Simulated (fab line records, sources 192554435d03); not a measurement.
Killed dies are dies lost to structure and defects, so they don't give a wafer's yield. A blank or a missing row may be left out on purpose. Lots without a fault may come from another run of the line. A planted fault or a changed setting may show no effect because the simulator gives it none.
Chamber matching | flow n5_finfet | N5_BEOL_M5_ETCH_61 on rie_diel-06: 4 sister chambers
The step etches SiARC in CF4, target depth 15.6 nm, time 26 s. 16 wafers are shown with their chamber, then 8 later ones without.

WAFERS WITH THEIR CHAMBER
wafer  | chamber | showerhead_plenum_p_Torr (Torr) | oes_product_au (a.u.) | throttle_valve_pct (%)
L075.2 | 0       | 2.14                            | 0.64                  | 15.75
L075.4 | 2       | 2.25                            | 0.68                  | 15.63
L075.5 | 1       | 2.24                            | 0.63                  | 15.67
L074.1 | 2       | 2.25                            | 0.68                  | 15.64
L074.3 | 1       | 2.24                            | 0.62                  | 15.68
L074.5 | 3       | 2.19                            | 0.61                  | 15.69
L078.1 | 2       | 2.25                            | 0.68                  | 15.65
L078.5 | 3       | 2.19                            | 0.62                  | 15.69
L078.6 | 2       | 2.25                            | 0.67                  | 15.66
L081.1 | 1       | 2.24                            | 0.62                  | 15.70
L081.3 | 0       | 2.14                            | 0.64                  | 15.78
L081.6 | 1       | 2.24                            | 0.62                  | 15.70
L088.1 | 2       | 2.24                            | 0.66                  | 15.70
L088.2 | 3       | 2.18                            | 0.60                  | 15.73
L088.4 | 2       | 2.24                            | 0.65                  | 15.69
L090.1 | 3       | 2.18                            | 0.59                  | 15.74

SIGNATURES (means of the wafers above)
reading                  | chamber 0 | chamber 1 | chamber 2 | chamber 3 | scatter within a chamber
showerhead_plenum_p_Torr | 2.1400    | 2.2400    | 2.2467    | 2.1850    | 0.00441
oes_product_au           | 0.6400    | 0.6225    | 0.6700    | 0.6050    | 0.0107
throttle_valve_pct       | 15.7650   | 15.6875   | 15.6617   | 15.7125   | 0.0243
Rule: a wafer's distance from a chamber is the root of the sum, over the readings, of the square of ((its reading less the chamber's mean) divided by the reading's scatter). The wafer belongs to the nearest chamber; if the next one is less than 2 further off, it can't be placed. The scatter: the root of (the sum of the squares of (reading less its chamber's mean) over the shown wafers, divided by (wafers less chambers)).

WAFERS WITHOUT THEIR CHAMBER
wafer  | showerhead_plenum_p_Torr (Torr) | oes_product_au (a.u.) | throttle_valve_pct (%)
L090.4 | 2.18                            | 0.59                  | 15.75
L090.6 | 2.24                            | 0.65                  | 15.69
L093.1 | 2.23                            | 0.60                  | 15.74
L093.4 | 2.24                            | 0.65                  | 15.72
L093.5 | 2.24                            | 0.65                  | 15.73
L096.1 | 2.13                            | 0.62                  | 15.81
L096.5 | 2.24                            | 0.64                  | 15.74
L096.6 | 2.23                            | 0.60                  | 15.76

WHICH CHAMBER EACH WENT THROUGH
wafer  | from the rows above     | in truth
L090.4 | 3                       | 3
L090.6 | can't be placed: 1 or 2 | 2
L093.1 | 1                       | 1
L093.4 | can't be placed: 1 or 2 | 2
L093.5 | can't be placed: 1 or 2 | 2
L096.1 | 0                       | 0
L096.5 | can't be placed: 1 or 2 | 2
L096.6 | 1                       | 1
Placed correctly: 4 of 8. Can't be placed from these rows: 4 (the true chamber is among the candidates in 4). Placed wrongly: 0.
